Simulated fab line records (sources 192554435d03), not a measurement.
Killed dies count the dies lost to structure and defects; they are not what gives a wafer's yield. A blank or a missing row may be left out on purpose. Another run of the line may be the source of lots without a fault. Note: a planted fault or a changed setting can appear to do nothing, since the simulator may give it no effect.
fab line records :: flow n5_finfet
record
  lots=4
  wafers=12
  last_day=16
route steps=1938 shown GATE_CUT@492 MOL_CONTACT_COAG@517 PASSIVATION@1936
lots that met no fault: taken from a fault-free run of the same line
start_h: hours from the record's first day to the start of the lot's first wafer shown :: wait_h: how many hours have passed since the lot's step before this one :: " the same as in the row above :: L1.1+2: one row covering several wafers at once :: - no value, or no start given :: * or withheld: withheld :: < > ~ a bound
route shown NAME@n: names a module that has steps shown in the file, with the first one's number in the route :: usual: mean/standard deviation taken from wafers without a fault :: same: alike in all rows :: chamber/n: place in a boat :: sites: readings site by site :: _std_site: how widely they spread, as a standard deviation :: _edge_site: outer sites' mean less inner sites' :: radius_mm: for every site, how far away it sits from the centre of the wafer :: mask NAME#n: copy n :: behind: the most recent tool/chamber to have shaped the wafer :: hold: why the lot went on hold/how many hours it stayed there/how the hold came to an end :: device: which transistor (n, p or np) failed to switch :: end of line: the route-end tests of the same wafers :: where a step has no rows: the recipe by itself :: killed: the dies lost at the first sort to structure and to defects; this is not the yield of the wafer :: map: per-die view of a wafer (x killed, . not killed, _ where there is no die)
set.NAME: the setting that was run; set.NAME@STEP: the one run at that earlier step :: model.NAME: the simulator's own value behind a step, which no gauge read
lots at some steps of the route; a table a step, a row a wafer
services: when a tool's chamber went out of use (start_h, in hours from the record's first day, below 0 if earlier), for how many hours, and the reason
## steps
# step N5_GATE_CUT_ETCH_36
# recipe
  chemistry=CF4
  target=SiARC
  target_depth_a=130
  mask_material=CAR-EUV
  time_s=21.7
  ion_energy_ev=80
  pressure_mtorr=40
  source_w=545
  bias_w=36
  Ar_flow_sccm=100
  cf4_flow_sccm=100
  ends=cleared
# step N5_GATE_CUT_ETCH_37
# recipe
  chemistry=N2/H2
  target=SOC
  target_depth_a=600
  overetch_a=120
  mask_material=SiARC
  temp_c=40
  time_s=90
  ion_energy_ev=200
  pressure_mtorr=30
  source_w=840
  bias_w=150
  n2_flow_sccm=200
  h2_flow_sccm=200
# step N5_GATE_CUT_STRIP_38
# recipe
  chemistry=N2/H2
  temp_c=40
  n2_flow_sccm=200
  h2_flow_sccm=200
  rf_frequency_hz=6e+07
# step N5_GATE_CUT_STRIP_39
# recipe
  chemistry=N2/H2
  temp_c=40
  n2_flow_sccm=200
  h2_flow_sccm=200
  rf_frequency_hz=6e+07
# step N5_GATE_CUT_HM_OPEN_40
# recipe
  chemistry=C4F6/O2
  target=SiO2
  mask_material=SiARC
  target_depth_a=1390
  time_s=85.1
  ion_energy_ev=250
  pressure_mtorr=30
  source_w=345
  bias_w=185
  Ar_flow_sccm=300
  C4F6_flow_sccm=10
  O2_flow_sccm=10
  ends=cleared
# step N5_GATE_CUT_STRIP_41
# recipe
  chemistry=CF4
  resist=SiARC
  power_w=300
  bias_power_w=75
  pressure_mtorr=50
  cf4_flow_sccm=150
  rf_frequency_hz=6e+07
# step N5_GATE_CUT_STRIP_42
# recipe
  chemistry=O2
  power_w=400
  temp_c=40
  pressure_mtorr=30
  rf_frequency_hz=6e+07
  bias_power_w=0
  overash_fraction=0.3
  o2_flow_sccm=225
# step N5_GATE_CUT_ETCH_19
# recipe
  chemistry=CH3F/O2
  target=SiNx
  mask_material=SiO2
  target_depth_a=537
  time_s=76.7
  pressure_mtorr=30
  source_w=395
  bias_w=73
  Ar_flow_sccm=150
  CH3F_flow_sccm=30
  O2_flow_sccm=20
  ion_energy_ev=120
  ends=cleared
# step N5_GATE_CUT_CUT_ETCH_53
# recipe
  chemistry=SF6/Cl2
  target=W
  mask_material=SiO2
  target_depth_a=792
  pressure_mtorr=8
  icp_w=900
  bias_w=80
  SF6_flow_sccm=40
  Cl2_flow_sccm=60
  ends=cleared
# step N5_GATE_CUT_CUT_ETCH_54
# recipe
  chemistry=Cl2/BCl3
  target=TiN
  mask_material=SiO2
  target_depth_a=967
  pressure_mtorr=10
  icp_w=1000
  bias_w=126
  Cl2_flow_sccm=53.25
  bcl3_flow_sccm=21.75
  Ar_flow_sccm=25
  ends=cleared
# step N5_GATE_CUT_CUT_ETCH_55
# recipe
  chemistry=BCl3
  target=HfO2
  mask_material=SiO2
  target_depth_a=32
  ion_energy_ev=30
  pressure_mtorr=5
  icp_w=450
  bias_w=18
  bcl3_flow_sccm=80
# step N5_GATE_CUT_ETCH_47
# recipe
  chemistry=Cl2/BCl3
  target=SiO2
  target_depth_a=100
  pressure_mtorr=10
  icp_w=1000
  bias_w=126
  Cl2_flow_sccm=53.25
  bcl3_flow_sccm=21.75
  Ar_flow_sccm=25
# step N5_GATE_CUT_VAPOR_ETCH_48
# recipe
  chemistry=BCl3/Cl2
  target=TiN
  mode=isotropic
# usual
  drypump_motor_current_A=5.7/0.45
  he_backside_leak_sccm=3.41/0.23
  oes_product_au=0.86/0.11
lot.wafer: L943.2
tool: rie_metal-01
chamber: 1
start_h: 116.32
wait_h: 0.0
drypump_motor_current_A: 6.0
he_backside_leak_sccm: 3.43
oes_product_au: 0.80

lot.wafer: L943.4
tool: rie_metal-01
chamber: 1
start_h: 116.32
wait_h: 0.0
drypump_motor_current_A: 6.0
he_backside_leak_sccm: 3.41
oes_product_au: 0.80

lot.wafer: L943.6
tool: rie_metal-01
chamber: 1
start_h: 116.32
wait_h: 0.0
drypump_motor_current_A: 6.0
he_backside_leak_sccm: 3.34
oes_product_au: 0.79

lot.wafer: L944.3
tool: rie_metal-01
chamber: 1
start_h: 120.60
wait_h: 0.1
drypump_motor_current_A: 6.1
he_backside_leak_sccm: 3.26
oes_product_au: 0.79

lot.wafer: L944.5
tool: rie_metal-01
chamber: 1
start_h: 120.60
wait_h: 0.1
drypump_motor_current_A: 6.1
he_backside_leak_sccm: 3.35
oes_product_au: 0.80

lot.wafer: L944.6
tool: rie_metal-01
chamber: 1
start_h: 120.60
wait_h: 0.1
drypump_motor_current_A: 6.1
he_backside_leak_sccm: 3.51
oes_product_au: 0.80

lot.wafer: L955.1
tool: rie_metal-01
chamber: 0
start_h: 187.17
wait_h: 0.0
drypump_motor_current_A: 5.3
he_backside_leak_sccm: 3.34
oes_product_au: 0.93

lot.wafer: L955.5
tool: rie_metal-01
chamber: 0
start_h: 187.17
wait_h: 0.0
drypump_motor_current_A: 5.3
he_backside_leak_sccm: 3.48
oes_product_au: 0.94

lot.wafer: L955.6
tool: rie_metal-01
chamber: 1
start_h: 187.17
wait_h: 0.0
drypump_motor_current_A: 6.0
he_backside_leak_sccm: 3.24
oes_product_au: 0.78

lot.wafer: L956.3
tool: rie_metal-03
chamber: 1
start_h: 194.74
wait_h: 0.0
drypump_motor_current_A: 4.9
he_backside_leak_sccm: 3.56
oes_product_au: 0.93

lot.wafer: L956.4
tool: rie_metal-03
chamber: 0
start_h: 194.74
wait_h: 0.0
drypump_motor_current_A: 5.4
he_backside_leak_sccm: 3.23
oes_product_au: 0.90

lot.wafer: L956.6
tool: rie_metal-03
chamber: 0
start_h: 194.74
wait_h: 0.0
drypump_motor_current_A: 5.4
he_backside_leak_sccm: 3.38
oes_product_au: 0.90
# step N5_GATE_CUT_VAPOR_ETCH_49
# recipe
  chemistry=BCl3/Cl2
  target=TiAlC
  mode=isotropic
# step N5_GATE_CUT_VAPOR_ETCH_51
# recipe
  chemistry=BCl3/Cl2
  target=HfO2
  mode=isotropic
# step N5_GATE_CUT_STRIP_21
# recipe
  chemistry=N2/H2
  time_s=30
  power_w=1000
  temp_c=250
  pressure_mtorr=withheld
  n2_flow_sccm=1750
  h2_flow_sccm=3250
# step N5_GATE_CUT_STRIP_29
# recipe
  chemistry=post_etch_residue_remover
  time_s=60
  temp_c=25
  remover_ph=withheld
  remover_water_wt_pct=withheld
  remover_fluoride_wt_pct=withheld
# step N5_GATE_CUT_SRD_52
# recipe
  dry=ipa_marangoni
  time_s=30
  temp_c=23
  rinse_liquid=diw
# step N5_GATE_CUT_ALD_22
# recipe
  material=SiNx
  target_thk_a=160
  temp_c=400
  ald_precursor_family=SiH2I2
  ald_co_reactant=N2/H2-plasma
  pulse_time_s=1
  ald_cycles=320
  purge_time_s=2
  co_reactant_purge_time_s=2
  pressure_torr=2
# step N5_GATE_CUT_CMP_23
# recipe
  stop_on=SiO2
  t_overpolish_s=23.4
  post_cmp_clean=alkaline_brush
  down_force_psi=2.5
  platen_rpm=51.8
  pad_velocity_m_s=1.0307
  target_thk_nm=16
# step N5_GATE_CUT_CMP_43
# recipe
  material=SiO2
  post_cmp_clean=rinse_only
# step N5_GATE_CUT_CMP_61
# recipe
  stop_on=SiNx
  t_overpolish_s=3
  post_cmp_clean=alkaline_brush
  down_force_psi=4
  platen_rpm=27.09
  pad_velocity_m_s=0.539
# step N5_MOL_CONTACT_COAG_COAT_103
# recipe
  resist=SOC
  temp_c=250
  time_s=60
  spin_rpm=1500
  resist_thk_nm=80
# step N5_MOL_CONTACT_COAG_COAT_104
# recipe
  resist=SiARC
  temp_c=220
  time_s=60
  spin_rpm=1500
  resist_thk_nm=12
# step N5_MOL_CONTACT_COAG_COAT_58
# recipe
  resist=underlayer
  temp_c=205
  time_s=60
  spin_rpm=1500
  resist_thk_nm=10
# step N5_MOL_CONTACT_COAG_COAT_02
# recipe
  resist=CAR-EUV
  spin_rpm=1500
  resist_thk_nm=30
# step N5_MOL_CONTACT_COAG_EBR_04
# recipe
  solvent=PGMEA
  ebr_width_mm=1.5
# step N5_MOL_CONTACT_COAG_SOFTBAKE_03
# recipe
  temp_c=110
  time_s=60
  resist=CAR-EUV
# step N5_MOL_CONTACT_COAG_EXPOSE_05
# recipe
  mask_id=CA
  na=0.33
  source_shape=annular
  sigma_inner=0.4
  sigma_outer=0.8
  polarization=unpolarized
  defocus_nm=0
  dose_mj=38.25
# step N5_MOL_CONTACT_COAG_PEB_06
# recipe
  peb_temp_c=100
  peb_time_s=60
  resist=CAR-EUV
# step N5_MOL_CONTACT_COAG_DEVELOP_07
# recipe
  develop_time_s=30
  developer=TMAH
  resist=CAR-EUV
  rinse_liquid=surfactant_rinse
  dry=air_spin
  dev_temp_c=23
# step N5_MOL_CONTACT_COAG_DESCUM_13
# recipe
  chemistry=O2
  time_s=7
  source_power_w=50
  bias_power_w=20
  pressure_mtorr=20
  rf_frequency_hz=2.712e+07
  temp_c=40
  resist=CAR-EUV
  o2_flow_sccm=225
# step N5_MOL_CONTACT_COAG_ETCH_59
# recipe
  chemistry=N2/H2
  target=underlayer
  target_depth_a=130
  mask_material=CAR-EUV
  time_s=10.4
  ion_energy_ev=200
  pressure_mtorr=30
  source_w=840
  bias_w=150
  n2_flow_sccm=200
  h2_flow_sccm=200
  ends=cleared
# step N5_MOL_CONTACT_COAG_ETCH_105
# recipe
  chemistry=CF4
  target=SiARC
  target_depth_a=156
  mask_material=CAR-EUV
  time_s=26
  ion_energy_ev=80
  pressure_mtorr=40
  source_w=545
  bias_w=36
  Ar_flow_sccm=100
  cf4_flow_sccm=100
  ends=cleared
# step N5_MOL_CONTACT_COAG_ETCH_106
# recipe
  chemistry=N2/H2
  target=SOC
  target_depth_a=800
  overetch_a=160
  mask_material=SiARC
  temp_c=40
  time_s=120
  ion_energy_ev=200
  pressure_mtorr=30
  source_w=840
  bias_w=150
  n2_flow_sccm=200
  h2_flow_sccm=200
# step N5_MOL_CONTACT_COAG_STRIP_107
# recipe
  chemistry=N2/H2
  temp_c=40
  n2_flow_sccm=200
  h2_flow_sccm=200
  rf_frequency_hz=6e+07
# step N5_PASSIVATION_PROBE_49
# usual
  defect_limited_yield=91.4/1.4
  killed_at_M0_to_M3=31/10
  killed_at_M4_up=14/5.6
  killed_at_contacts=13/6.3
  killed_at_front_end=39/10
  killed_at_other=4/3.1
  killed_dies=101/16
  killed_on_rim=13/3.9
  killed_open=65/13
  killed_short=34/7.2
  sort_bin_5_function=5.1/0.88
  sort_bin_6_memory=3.2/0.66
  sort_n_pass=1079/16
  sort_yield_pct=91.4/1.4
# same
  gross_dies=1180
  killed_at_back_side=0
  sort_bin_4_leakage[%]=0
  sort_bin_8_speed[%]=0
lot.wafer: L943.2
tool: prober-02
chamber: -
start_h: 294.46
wait_h: 0.1
defect_limited_yield[%]: 86.5
killed_at_M0_to_M3: 34
killed_at_M4_up: 12
killed_at_contacts: 8
killed_at_front_end: 96
killed_at_other: 9
killed_dies: 159
killed_on_rim: 25
killed_open: 53
killed_short: 38
sort_bin_5_function[%]: 8.1
sort_bin_6_memory[%]: 3.8
sort_n_pass: 1021
sort_yield_pct[%]: 86.5

lot.wafer: L943.4
tool: prober-02
chamber: -
start_h: 294.56
wait_h: 0.2
defect_limited_yield[%]: 85.5
killed_at_M0_to_M3: 45
killed_at_M4_up: 6
killed_at_contacts: 22
killed_at_front_end: 86
killed_at_other: 12
killed_dies: 171
killed_on_rim: 27
killed_open: 72
killed_short: 41
sort_bin_5_function[%]: 8.9
sort_bin_6_memory[%]: 4.2
sort_n_pass: 1009
sort_yield_pct[%]: 85.5

lot.wafer: L943.6
tool: prober-02
chamber: -
start_h: 294.66
wait_h: 0.3
defect_limited_yield[%]: 86.4
killed_at_M0_to_M3: 30
killed_at_M4_up: 9
killed_at_contacts: 19
killed_at_front_end: 98
killed_at_other: 5
killed_dies: 161
killed_on_rim: 29
killed_open: 68
killed_short: 32
sort_bin_5_function[%]: 8.1
sort_bin_6_memory[%]: 4.3
sort_n_pass: 1019
sort_yield_pct[%]: 86.4

lot.wafer: L944.3
tool: prober-01
chamber: -
start_h: 294.90
wait_h: 0.1
defect_limited_yield[%]: 88.2
killed_at_M0_to_M3: 29
killed_at_M4_up: 11
killed_at_contacts: 4
killed_at_front_end: 90
killed_at_other: 5
killed_dies: 139
killed_on_rim: 21
killed_open: 45
killed_short: 31
sort_bin_5_function[%]: 6.9
sort_bin_6_memory[%]: 3.4
sort_n_pass: 1041
sort_yield_pct[%]: 88.2

lot.wafer: L944.5
tool: prober-01
chamber: -
start_h: 295.00
wait_h: 0.2
defect_limited_yield[%]: 88.1
killed_at_M0_to_M3: 18
killed_at_M4_up: 9
killed_at_contacts: 9
killed_at_front_end: 100
killed_at_other: 5
killed_dies: 141
killed_on_rim: 22
killed_open: 46
killed_short: 34
sort_bin_5_function[%]: 7.6
sort_bin_6_memory[%]: 3.1
sort_n_pass: 1039
sort_yield_pct[%]: 88.1

lot.wafer: L944.6
tool: prober-01
chamber: -
start_h: 295.05
wait_h: 0.3
defect_limited_yield[%]: 88.3
killed_at_M0_to_M3: 20
killed_at_M4_up: 12
killed_at_contacts: 9
killed_at_front_end: 95
killed_at_other: 2
killed_dies: 138
killed_on_rim: 23
killed_open: 52
killed_short: 25
sort_bin_5_function[%]: 7.9
sort_bin_6_memory[%]: 2.5
sort_n_pass: 1042
sort_yield_pct[%]: 88.3

lot.wafer: L955.1
tool: prober-02
chamber: -
start_h: 388.02
wait_h: 0.0
defect_limited_yield[%]: 90.8
killed_at_M0_to_M3: 32
killed_at_M4_up: 21
killed_at_contacts: 7
killed_at_front_end: 41
killed_at_other: 8
killed_dies: 109
killed_on_rim: 14
killed_open: 71
killed_short: 38
sort_bin_5_function[%]: 4.9
sort_bin_6_memory[%]: 3.9
sort_n_pass: 1071
sort_yield_pct[%]: 90.8

lot.wafer: L955.5
tool: prober-02
chamber: -
start_h: 388.22
wait_h: 0.2
defect_limited_yield[%]: 89.9
killed_at_M0_to_M3: 44
killed_at_M4_up: 14
killed_at_contacts: 15
killed_at_front_end: 42
killed_at_other: 4
killed_dies: 119
killed_on_rim: 16
killed_open: 78
killed_short: 41
sort_bin_5_function[%]: 6.3
sort_bin_6_memory[%]: 3.3
sort_n_pass: 1061
sort_yield_pct[%]: 89.9

lot.wafer: L955.6
tool: prober-02
chamber: -
start_h: 388.27
wait_h: 0.3
defect_limited_yield[%]: 91.1
killed_at_M0_to_M3: 38
killed_at_M4_up: 12
killed_at_contacts: 4
killed_at_front_end: 51
killed_at_other: 0
killed_dies: 105
killed_on_rim: 10
killed_open: 62
killed_short: 42
sort_bin_5_function[%]: 4.8
sort_bin_6_memory[%]: 3.6
sort_n_pass: 1075
sort_yield_pct[%]: 91.1
# killed by level:class
L943.2 GATE_CUT:unspecified=68 BEOL_M0_SAQP:geometric_particle:short=15 FIN_SAQP:geometric_particle:open=8 BEOL_M0_SAQP:geometric_particle:open=8 MOL_CONTACT_COAG:geometric_particle:open=6 STI_FIN_REVEAL:geometric_particle:open=5 BEOL_M1:geometric_particle:open=4 GATE_CUT:geometric_particle:open=3
L943.4 GATE_CUT:unspecified=58 MOL_CONTACT_COAG:geometric_particle:open=17 BEOL_M0_SAQP:geometric_particle:short=13 BEOL_M0_SAQP:geometric_particle:open=10 BEOL_M3:geometric_particle:open=9 BEOL_M1:geometric_particle:open=7 FIN_SAQP:geometric_particle:short=6 STI_FIN_REVEAL:geometric_particle:open=6
L943.6 GATE_CUT:unspecified=61 MOL_CONTACT_COAG:geometric_particle:open=16 FIN_SAQP:geometric_particle:open=13 BEOL_M1:geometric_particle:open=7 BEOL_M3:geometric_particle:open=6 BEOL_M0_SAQP:geometric_particle:short=6 FIN_SAQP:geometric_particle:short=5 STI_FIN_REVEAL:geometric_particle:open=5
L944.3 GATE_CUT:unspecified=63 BEOL_M3:geometric_particle:open=11 FIN_SAQP:geometric_particle:short=9 BEOL_M0_SAQP:geometric_particle:open=7 BEOL_M8:geometric_particle:open=4 STI_FIN_REVEAL:geometric_particle:open=4 BEOL_M0_SAQP:geometric_particle:short=4 STARTING-WAFER:geometric_particle:short=3
L944.5 GATE_CUT:unspecified=61 FIN_SAQP:geometric_particle:short=14 FIN_SAQP:geometric_particle:open=13 BEOL_M0_SAQP:geometric_particle:short=8 MOL_CONTACT_COAG:geometric_particle:open=7 BEOL_M0_SAQP:geometric_particle:open=5 BEOL_M4:geometric_particle:open=4 STARTING-WAFER:geometric_particle:short=3
L944.6 GATE_CUT:unspecified=61 FIN_SAQP:geometric_particle:open=10 GATE_CUT:geometric_particle:short=8 MOL_CONTACT_COAG:geometric_particle:open=8 BEOL_M0_SAQP:geometric_particle:short=6 BEOL_M0_SAQP:geometric_particle:open=5 FIN_SAQP:geometric_particle:short=4 BEOL_M5:geometric_particle:open=4
L955.1 FIN_SAQP:geometric_particle:short=9 BEOL_M5:geometric_particle:open=9 BEOL_M0_SAQP:geometric_particle:open=8 FIN_SAQP:geometric_particle:open=6 STI_FIN_REVEAL:geometric_particle:open=6 BEOL_M1:geometric_particle:open=6 DUMMY_GATE:geometric_particle:open=5 STARTING-WAFER:geometric_particle:short=5
L955.5 MOL_CONTACT_COAG:geometric_particle:open=14 BEOL_M0_SAQP:geometric_particle:short=13 FIN_SAQP:geometric_particle:open=12 FIN_SAQP:geometric_particle:short=9 STI_FIN_REVEAL:geometric_particle:open=6 BEOL_M1:geometric_particle:open=6 BEOL_M3:geometric_particle:open=6 BEOL_M0_SAQP:geometric_particle:open=5
L955.6 FIN_SAQP:geometric_particle:open=16 BEOL_M0_SAQP:geometric_particle:short=13 FIN_SAQP:geometric_particle:short=10 BEOL_M1:geometric_particle:open=10 ILD0:geometric_particle:short=5 BEOL_M0_SAQP:geometric_particle:open=5 BEOL_M2:geometric_particle:open=5 GATE_CUT:geometric_particle:short=4
# map L943.4 (x killed, . not)
_________________..........x.________________
______________...xx....x..x....._____________
___________...........x.x..........__________
__________.......................x.._________
________.x............................_______
_______......x......x.............xx...______
______x......x..x.....x..x.............._____
_____....xx..................xx...x......____
____x..x........x.x.................x.....___
___xx.........x........x..x.....x........x.__
___..x.....x.............x........x..x....x__
__...................xx....................._
__..................xx..x..................._
_..x............x...........................x
_..................x...............x.xx......
_.........x.......x..x...........x.......xx..
_.................x......x..x..x..x..........
_.......................x.x.....x............
_.....x..x............x.x......x.............
_................x...............x...........
_......x...................x...........x.x...
__...x........x..........x....xx...x........_
__.............x...............x.......x...._
___.................................x....x.__
___.....................x..................__
____......x...x.x..x....x...........xx....___
_____............x....x..................____
______x.x...xx.xx......xxx...xx........._____
_______.........xx.x..x...xxx.xx.......______
________..............x.x.xxxxxxx..x.._______
__________............xxxxxxxxxx..x._________
___________.........xxxxxxxxxxxxx.x__________
______________........xxxxxxxxxx_____________
_________________.....xxxxxxx________________
# map L944.5 (x killed, . not)
_________________......x.....________________
______________.....x............_____________
___________.......x...x............__________
__________..........x.....x........._________
________.x.x.........................._______
_______..........x.......x.x...........______
______....x..x..x......................._____
_____............x.x......x.....x........____
____............................x.........___
___...............x.x......................__
___x...x....x..............x...............__
__.....................xxxx................._
__.x........x.........xx.......x............_
_...................x...x................x...
_..................x......x.........x........
_.....................x......................
_.....x............x...............x..x......
_.....x........x..........x...............x.x
_........x............x......................
_...........x.......xx.......................
_...x..........................xx............
__..............x..............x............_
__................................x........._
___..x........x................x...........__
___.xx.......x.........x......x....x.......__
____..................x...................___
_____................x...................____
______x............x..x...x.xx..x......._____
_______....x............xxxxxx.x.......______
________............x..xxxx.xxxxx....._______
__________............xxxxxxxxxxxx.._________
___________x...........xxxxxxxxxxx.__________
______________....x..xxxxxxxxxxx_____________
_________________....xxxxxxxx________________
## services
tool: rie_metal-01
chamber: 0
start_h: 118.70
hours: -
kind: clean

tool: rie_metal-01
chamber: 0
start_h: 118.70
hours: 27.3
kind: scheduled_down

tool: rie_metal-01
chamber: 0
start_h: 118.70
hours: 27.3
kind: vent_cycle

tool: rie_metal-03
chamber: 1
start_h: 120.10
hours: -
kind: clean

tool: rie_metal-03
chamber: 1
start_h: 120.10
hours: 23.6
kind: scheduled_down

tool: rie_metal-03
chamber: 1
start_h: 120.10
hours: 23.6
kind: vent_cycle

tool: rie_metal-03
chamber: -
start_h: 186.42
hours: 2.8
kind: pm

tool: rie_metal-01
chamber: -
start_h: 189.92
hours: 0.2
kind: repair
## key
first_sign
  step=N5_PASSIVATION_PROBE_49
  reading=killed_at_front_end
  direction=up
  sigmas=5.2
  usual=39
  struck=94
effect
  step=N5_PASSIVATION_PROBE_49
  reading=defect_limited_yield
  direction=down
  sigmas=3.1
  usual=91.4
  struck=87.2
more_kills_born_at
  N5_GATE_CUT_VAPOR_ETCH_48@rie_metal-01=372
met_at N5_GATE_CUT_VAPOR_ETCH_48
struck_wafers L943.2,L943.4,L943.6,L944.3,L944.5,L944.6
fault
  kind=chamber_particle_source
  tool=rie_metal-01
  chamber=-
  onset_h=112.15
  steps=N5_GATE_CUT_VAPOR_ETCH_48
  rate_per_visit_cm2=0.54411
  end_h=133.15
